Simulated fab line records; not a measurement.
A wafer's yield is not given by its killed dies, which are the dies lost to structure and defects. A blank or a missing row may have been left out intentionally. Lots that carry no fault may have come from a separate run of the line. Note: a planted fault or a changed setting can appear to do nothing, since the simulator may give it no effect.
Which tool was responsible? -- flow nand_harc -- 11 lots with 33 wafers sampled at 3 steps, on a route of 1302 steps

== WHAT THE GAUGES SHOWED, per wafer ==
NHARC_A_BONDPAD_CD_MEAS_13.
lot,measured,on,cd_nm (nm)
L911,day 22 23:58,cd_sem-03,497.7 499.1 499.4
L914,day 24 09:49,cd_sem-01,499.3 497.7 496.7
L915,day 24 10:01,cd_sem-03,498.8 501.3 501.1
L912,day 24 14:14,cd_sem-03,501.7 501.0 499.6
L916,day 25 06:52,cd_sem-01,498.5 502.2 499.0
L918,day 26 13:09,cd_sem-01,503.0 500.7 500.7
L917,day 26 16:51,cd_sem-02,501.2 499.8 501.3
L926,day 30 13:05,cd_sem-03,500.7 501.4 502.7
L929,day 31 07:32,cd_sem-01,497.7 494.5 494.2
L932,day 32 01:55,cd_sem-01,502.0 503.9 500.4
L933,day 32 20:52,cd_sem-03,498.7 499.3 499.5

== EACH LOT AND THE TOOL THAT RAN IT (in order: tool; ch and the chambers of the sampled wafers; start) ==
lot,NHARC_A_BONDPAD_CMP_29,NHARC_A_BONDPAD_ETCH_34
L911,"cmp-04 ch 0,1,3, day 22 22:38","rie_diel-11 ch 1,3, day 22 23:44"
L914,"cmp-01 ch 2,3, day 24 08:29","rie_diel-10 ch 1,2, day 24 09:35"
L915,"cmp-03 ch 1,3, day 24 08:36","rie_diel-04 ch 1,3, day 24 09:45"
L912,"cmp-01 ch 0,1,2, day 24 12:54","rie_diel-11 ch 1,2,3, day 24 14:01"
L916,"cmp-01 ch 0,2, day 25 05:41","rie_diel-11 ch 0,2, day 25 06:38"
L918,"cmp-04 ch 0,1,3, day 26 11:48","rie_diel-11 ch 1,2,3, day 26 12:55"
L917,"cmp-01 ch 1,2,3, day 26 15:31","rie_diel-11 ch 0,2,3, day 26 16:38"
L926,"cmp-03 ch 1,3, day 30 11:53","rie_diel-11 ch 2,3, day 30 12:52"
L929,"cmp-03 ch 0,3, day 31 06:17","rie_diel-11 ch 0,1,3, day 31 07:18"
L932,"cmp-03 ch 0,1,3, day 32 00:35","rie_diel-11 ch 1,2,3, day 32 01:41"
L933,"cmp-04 ch 0,1,3, day 32 19:41","rie_diel-11 ch 0,3, day 32 20:37"
- NHARC_A_BONDPAD_CMP_29: polishes SiCN, target thk 200 nm.
- NHARC_A_BONDPAD_ETCH_34: etches the open film in N2/H2, target depth 60 nm, overetch 18 nm, time 65.91 s.

== THE ANSWER, worked out from the rows above alone ==
Rule: what is usual is taken from the lots themselves. Put in order of their means at a reading, lots are off if they are a third of the lots or fewer, leave a main group of 4 or more, and stand apart from it by a gap of 3 or more times the standard deviation of the main group's means; of several such gaps the widest counts. If all means in a main group match to the digits the tables above print for the reading, that group is not used. Also off: a lot with no number at a reading for which 4 or more lots have one. All remaining lots with rows at the step are treated as sound.
Nothing can be told from this: no lot is off at any reading shown.

== WHAT HAD BEEN PUT IN BY THE SIMULATOR ==
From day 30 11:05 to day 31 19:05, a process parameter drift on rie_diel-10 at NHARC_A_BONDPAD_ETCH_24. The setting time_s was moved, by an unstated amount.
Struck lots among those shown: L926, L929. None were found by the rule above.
